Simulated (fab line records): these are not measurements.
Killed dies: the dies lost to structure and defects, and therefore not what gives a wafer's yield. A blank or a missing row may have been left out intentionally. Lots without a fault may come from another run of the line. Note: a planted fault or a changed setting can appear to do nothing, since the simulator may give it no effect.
Which of the tools did it? | flow n5-finfet | 29 wafers from 10 lots sampled at 5 of the route's 1938 steps

WHAT THE GAUGES READ, wafer by wafer
N5_BEOL_M9_INSPECT_58: inspects for defects (darkfield).
lot  | measured     | on                | raw-defect-count
L931 | day 10 07:22 | defect-inspect-02 | 57 79 74
L935 | day 11 16:40 | defect-inspect-01 | 106 79 89
L938 | day 11 21:52 | defect-inspect-01 | 62 70 54
L937 | day 12 03:29 | defect-inspect-01 | 99 121 63
L939 | day 12 06:28 | defect-inspect-01 | 92 82 117
L941 | day 12 14:15 | defect-inspect-02 | 52 64
L943 | day 13 11:14 | defect-inspect-02 | 60 49 82
L946 | day 14 07:38 | defect-inspect-01 | 65 75 85
L954 | day 16 06:17 | defect-inspect-02 | 46 50 65
L953 | day 16 05:44 | defect-inspect-01 | 57 79 62

WHICH TOOL RAN EACH LOT (tool, then ch and the chambers of the sampled wafers, then the start)
lot  | N5_BEOL_M9_PECVD_70             | N5_BEOL_M9_ETCH_65                 | N5_BEOL_M9_STRIP_36                | N5_BEOL_M9_CMP_52
L931 | pecvd-04 ch 0,1,2, day 9 21:44  | rie-diel-05 ch 2,3, day 10 04:30   | rie-diel-05 ch 2,3, day 10 04:41   | cmp-04 ch 0,1,2, day 10 06:55
L935 | pecvd-01 ch 1,2, day 11 08:50   | rie-diel-05 ch 1,2,3, day 11 13:31 | rie-diel-05 ch 1,2,3, day 11 13:42 | cmp-02 ch 1,3, day 11 16:16
L938 | pecvd-04 ch 1,2, day 11 14:23   | rie-diel-01 ch 0,1,2, day 11 17:23 | rie-diel-01 ch 0,1,2, day 11 17:35 | cmp-02 ch 1,2,3, day 11 21:24
L937 | pecvd-01 ch 0,1,2, day 11 20:32 | rie-diel-01 ch 0,1,2, day 11 23:01 | rie-diel-01 ch 0,1,2, day 11 23:13 | cmp-03 ch 0,1, day 12 03:04
L939 | pecvd-03 ch 0,2, day 11 23:16   | rie-diel-03 ch 1,2,3, day 12 02:58 | rie-diel-03 ch 1,2,3, day 12 03:09 | cmp-02 ch 0,1,3, day 12 06:01
L941 | pecvd-01 ch 2, day 12 06:23     | rie-diel-03 ch 1,2, day 12 11:25   | rie-diel-03 ch 1,2, day 12 11:37   | cmp-02 ch 0,2, day 12 13:48
L943 | pecvd-01 ch 1,2, day 13 04:26   | rie-diel-05 ch 1,3, day 13 08:07   | rie-diel-05 ch 1,3, day 13 08:19   | cmp-02 ch 2,3, day 13 10:46
L946 | pecvd-04 ch 0,1, day 14 01:10   | rie-diel-03 ch 0,2,3, day 14 04:37 | rie-diel-03 ch 0,2,3, day 14 04:48 | cmp-02 ch 0,1,2, day 14 07:11
L954 | pecvd-01 ch 0,1,2, day 15 21:22 | rie-diel-01 ch 0,2, day 16 03:17   | rie-diel-01 ch 0,2, day 16 03:29   | cmp-04 ch 0,1,2, day 16 05:50
L953 | pecvd-01 ch 0,1,2, day 15 22:16 | rie-diel-01 ch 0,2,3, day 16 02:52 | rie-diel-01 ch 0,2,3, day 16 03:03 | cmp-03 ch 0,1, day 16 05:17
- N5_BEOL_M9_PECVD_70: deposits SiO2 from TEOS/O2, target thk 20 nm, time 22.7 s.
- N5_BEOL_M9_ETCH_65: etches SiARC in CF4, target depth 15.6 nm, time 26 s.
- N5_BEOL_M9_STRIP_36: strips in N2/H2.
- N5_BEOL_M9_CMP_52: polishes, stops on SiCOH lowk, t overpolish 7 s, target thk 140 nm.

THE ANSWER, worked out from the rows above alone
Rule: usual is defined by the lots themselves. The widest of any qualifying gaps counts: lots, ordered by their means at a reading, are off when they make up no more than a third of the lots, leave a main group of 4 or more, and stand apart from it by 3 or more times the standard deviation of that group's means. A main group is skipped when, at the precision printed for the reading in the tables above, its means are all equal. Also off: a lot with no number at a reading for which 4 or more lots have one. Any other lot the step has rows for is counted as sound.
No lot is off at any reading shown: from this, nothing can be told.

WHAT THE SIMULATOR PUT IN
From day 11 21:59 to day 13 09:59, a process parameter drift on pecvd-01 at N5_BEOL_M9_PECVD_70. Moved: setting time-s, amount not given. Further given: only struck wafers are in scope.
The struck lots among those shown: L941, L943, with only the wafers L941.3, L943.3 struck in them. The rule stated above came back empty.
